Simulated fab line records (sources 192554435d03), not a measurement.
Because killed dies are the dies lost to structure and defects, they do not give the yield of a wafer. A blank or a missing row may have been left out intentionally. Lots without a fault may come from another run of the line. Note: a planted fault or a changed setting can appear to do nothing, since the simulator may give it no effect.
Split-lot study + flow n5_finfet + 21 wafers read from 7 lots, route of 1938 steps

== SPLIT DETAILS ==
At N5_BEOL_M7_ETCH_41 (etches SiCN in CH3F/O2, target depth 31.9 nm, time 57.8 s), the setting source_w was moved away from the recipe's 395 W on 7 of the 21 wafers read, by -16.4% to +15.2%. The other wafers ran this setting at the recipe's value.

The split's own step is where the reading is taken.

== THE READING ==
rf_vpp_V, in V, at N5_BEOL_M7_ETCH_41 (etches SiCN in CH3F/O2, target depth 31.9 nm, time 57.8 s). A value of 297.3 V with a standard deviation of 1.2 V is what fault-free wafers of this fab line usually give.

| wafer  | tool, chamber at the split | source_w as run, W | against the recipe | rf_vpp_V, V | against lot-mates on the recipe |
|--------|----------------------------|--------------------|--------------------|-------------|---------------------------------|
| L079.1 | rie_diel-05, 2             | 395                | recipe             | 299.0       | -                               |
| L079.4 | rie_diel-05, 3             | 395                | recipe             | 298.5       | -                               |
| L079.6 | rie_diel-05, 2             | 395                | recipe             | 299.8       | -                               |
| L080.2 | rie_diel-04, 0             | 395                | recipe             | 301.5       | -                               |
| L080.3 | rie_diel-04, 1             | 395                | recipe             | 297.0       | -                               |
| L080.6 | rie_diel-04, 2             | 416.3              | +5.4%              | 292.2       | -7.1                            |
| L083.2 | rie_diel-03, 0             | 454.9              | +15.2%             | 283.4       | -13.0                           |
| L083.3 | rie_diel-03, 1             | 454.9              | +15.2%             | 284.1       | -12.3                           |
| L083.4 | rie_diel-03, 2             | 395                | recipe             | 296.4       | -                               |
| L086.4 | rie_diel-04, 0             | 330.3              | -16.4%             | 318.3       | +22.2                           |
| L086.5 | rie_diel-04, 1             | 395                | recipe             | 295.3       | -                               |
| L086.6 | rie_diel-04, 2             | 395                | recipe             | 296.9       | -                               |
| L088.1 | rie_diel-03, 1             | 395                | recipe             | 297.5       | -                               |
| L088.4 | rie_diel-03, 2             | 395                | recipe             | 295.8       | -                               |
| L088.6 | rie_diel-03, 1             | 395                | recipe             | 296.6       | -                               |
| L089.4 | rie_diel-03, 0             | 395                | recipe             | 295.4       | -                               |
| L089.5 | rie_diel-03, 2             | 424.6              | +7.5%              | 290.1       | -5.3                            |
| L089.6 | rie_diel-03, 3             | 424.6              | +7.5%              | 289.9       | -5.5                            |
| L094.2 | rie_diel-04, 2             | 395                | recipe             | 296.2       | -                               |
| L094.3 | rie_diel-04, 3             | 395                | recipe             | 297.0       | -                               |
| L094.6 | rie_diel-04, 0             | 368.5              | -6.7%              | 306.0       | +9.4                            |

THE FIT
A straight line over all 21 wafers: rf_vpp_V changes by -1.06 V for each +1% of source_w; r = -0.97; the points scatter about the line by 1.8 V.
The same after taking each lot's own level away (the mean of its wafers on the recipe; 21 wafers): -1.04 V for each +1%; r = -0.97; scatter 1.9 V.
According to that fit, moving source_w by its largest amount changes the reading by 17 V.
From 295.40 to 299.25 V: that is the span of the lots' own levels, equal to 3.2 times the standard deviation above.
The two slopes are in agreement: the lot-to-lot level therefore moves the slope only a little.
Check: with one of the wafers moved furthest among these (-16.4%) left out of the fit, the line predicts +14.9 V for it against its lot-mates. Against them it came out at +22.2 V.
Tool readings at the split's step, against how far the setting was moved: rf_vpp_V r = -0.97.

== OTHER SPLITS APPLIED TO THESE WAFERS ==
Note: prior to the reading, these wafers also went through further splits. Each is held against what the fit with the lots' levels taken away leaves over:
| other split on the same wafers   | wafers away from the commonest value | r with rf_vpp_V (lot level and that fit taken away) |
|----------------------------------|--------------------------------------|-----------------------------------------------------|
| N5_BEOL_M5_EXPOSE_08 dose_mj     | 8                                    | -0.43                                               |
| N5_BEOL_M6_ETCH_61 bias_w        | 9                                    | -0.27                                               |
| N5_BEOL_M6_TRENCH_ETCH_37 time_s | 9                                    | +0.23                                               |
| N5_BEOL_M7_TRENCH_ETCH_37 bias_w | 4                                    | -0.06                                               |

== THE FILE'S OWN FIT ==
rf_vpp_V changes by -1.11 V for each +1% of source_w, r = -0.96.
